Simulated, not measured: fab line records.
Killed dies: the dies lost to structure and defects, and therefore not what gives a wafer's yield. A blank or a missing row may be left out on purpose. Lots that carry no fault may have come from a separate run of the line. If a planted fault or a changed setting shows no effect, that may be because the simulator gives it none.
Lot-split experiment | flow n5Finfet | on a route of 1938 steps: 7 lots, 39 wafers read

== ON THE SPLIT ==
At N5_SD_EPI_N_LINER_46 (material SiNx, target thk 3 nm), the setting targetThkA was moved away from the recipe's 30 angstrom on 12 of the 39 wafers read, by +8.0% to +14.8%. For the rest of the wafers, this setting stayed at what the recipe calls for.

The split's own step is where the reading is taken.

== THE READING ==
SiNx_of_SD_EPI_N_LINER_46.thkNm (the simulator's own value, which no gauge read), in nm, at N5_SD_EPI_N_LINER_46 (material SiNx, target thk 3 nm). There is no usual value for it anywhere in the file.

wafer  | tool, chamber at the split | targetThkA as run, angstrom | against the recipe | SiNx_of_SD_EPI_N_LINER_46.thkNm, nm | against lot-mates on the recipe
L074.1 | aldSin-04, 0,3,1,2,2,3     | 30                          | recipe             | 3                                   | -
L074.2 | aldSin-04, 0,3,1,2,2,3     | 30                          | recipe             | 3                                   | -
L074.3 | aldSin-04, 0,3,1,2,2,3     | 30                          | recipe             | 3                                   | -
L074.4 | aldSin-04, 0,3,1,2,2,3     | 30                          | recipe             | 3                                   | -
L074.5 | aldSin-04, 0,3,1,2,2,3     | 30                          | recipe             | 3                                   | -
L074.6 | aldSin-04, 0,3,1,2,2,3     | 30                          | recipe             | 3                                   | -
L080.1 | aldSin-03, 3,2,1           | 32.41                       | +8.0%              | 3.2                                 | +0.2
L080.2 | aldSin-03, 3,2,1           | 32.41                       | +8.0%              | 3.2                                 | +0.2
L080.4 | aldSin-03, 3,2,1           | 32.41                       | +8.0%              | 3.2                                 | +0.2
L080.3 | aldSin-03, 0,2,3           | 30                          | recipe             | 3                                   | -
L080.5 | aldSin-03, 0,2,3           | 30                          | recipe             | 3                                   | -
L080.6 | aldSin-03, 0,2,3           | 30                          | recipe             | 3                                   | -
L081.1 | aldSin-03, 3,0,3           | 33.82                       | +12.7%             | 3.4                                 | +0.4
L081.2 | aldSin-03, 3,0,3           | 33.82                       | +12.7%             | 3.4                                 | +0.4
L081.5 | aldSin-03, 3,0,3           | 33.82                       | +12.7%             | 3.4                                 | +0.4
L081.3 | aldSin-03, 1,2,2           | 30                          | recipe             | 3                                   | -
L081.4 | aldSin-03, 1,2,2           | 30                          | recipe             | 3                                   | -
L081.6 | aldSin-03, 1,2,2           | 30                          | recipe             | 3                                   | -
L083.1 | aldSin-03, 2,0,0           | 30                          | recipe             | 3                                   | -
L083.4 | aldSin-03, 2,0,0           | 30                          | recipe             | 3                                   | -
L083.5 | aldSin-03, 2,0,0           | 30                          | recipe             | 3                                   | -
L083.2 | aldSin-03, 3,1,3           | 32.83                       | +9.4%              | 3.2                                 | +0.2
L083.3 | aldSin-03, 3,1,3           | 32.83                       | +9.4%              | 3.2                                 | +0.2
L083.6 | aldSin-03, 3,1,3           | 32.83                       | +9.4%              | 3.2                                 | +0.2
L084.1 | aldSin-03, 1,3,3           | 30                          | recipe             | 3                                   | -
L084.3 | aldSin-03, 1,3,3           | 30                          | recipe             | 3                                   | -
L084.6 | aldSin-03, 1,3,3           | 30                          | recipe             | 3                                   | -
L091.1 | aldSin-04, 3,1,2           | 34.45                       | +14.8%             | 3.4                                 | +0.4
L091.2 | aldSin-04, 3,1,2           | 34.45                       | +14.8%             | 3.4                                 | +0.4
L091.5 | aldSin-04, 3,1,2           | 34.45                       | +14.8%             | 3.4                                 | +0.4
L091.3 | aldSin-04, 2,1,3           | 30                          | recipe             | 3                                   | -
L091.4 | aldSin-04, 2,1,3           | 30                          | recipe             | 3                                   | -
L091.6 | aldSin-04, 2,1,3           | 30                          | recipe             | 3                                   | -
L094.1 | aldSin-04, 3,2,0,1,0,3     | 30                          | recipe             | 3                                   | -
L094.2 | aldSin-04, 3,2,0,1,0,3     | 30                          | recipe             | 3                                   | -
L094.3 | aldSin-04, 3,2,0,1,0,3     | 30                          | recipe             | 3                                   | -
L094.4 | aldSin-04, 3,2,0,1,0,3     | 30                          | recipe             | 3                                   | -
L094.5 | aldSin-04, 3,2,0,1,0,3     | 30                          | recipe             | 3                                   | -
L094.6 | aldSin-04, 3,2,0,1,0,3     | 30                          | recipe             | 3                                   | -
When a row names more than one chamber, that row covers several wafers, and the file does not tell which wafer ran in which chamber.

FIT RESULTS
A straight line over all 39 wafers: SiNx_of_SD_EPI_N_LINER_46.thkNm changes by +0.0273 nm for each +1% of targetThkA; r = +0.99; the points scatter about the line by 0.023 nm.
The same after taking each lot's own level away (the mean of its wafers on the recipe; 39 wafers): +0.0273 nm for each +1%; r = +0.99; scatter 0.023 nm.
On that fit, the largest move of targetThkA shifts the reading by 0.4 nm.
The lots' own levels span 3.00 to 3.00 nm.
Consequently the slope shifts little with the lot-to-lot level, the two slopes agreeing.
Check: with one of the wafers moved furthest among these (+14.8%) left out of the fit, the line predicts +0.403 nm for it against its lot-mates. Against them it came out at +0.4 nm.

== FURTHER SPLITS ON THESE WAFERS ==
Before the reading, these wafers also passed through other splits. Each is held against what the fit with the lots' levels taken away leaves over:
other split on the same wafers | wafers away from the commonest value | r with SiNx_of_SD_EPI_N_LINER_46.thkNm (lot level and that fit taken away)
N5_DUMMY_GATE_ETCH_32 timeS    | 18                                   | -0.01

== THE FILE'S OWN FIT ==
SiNx_of_SD_EPI_N_LINER_46.thkNm changes by +0.0271 nm for each +1% of targetThkA, r = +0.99.
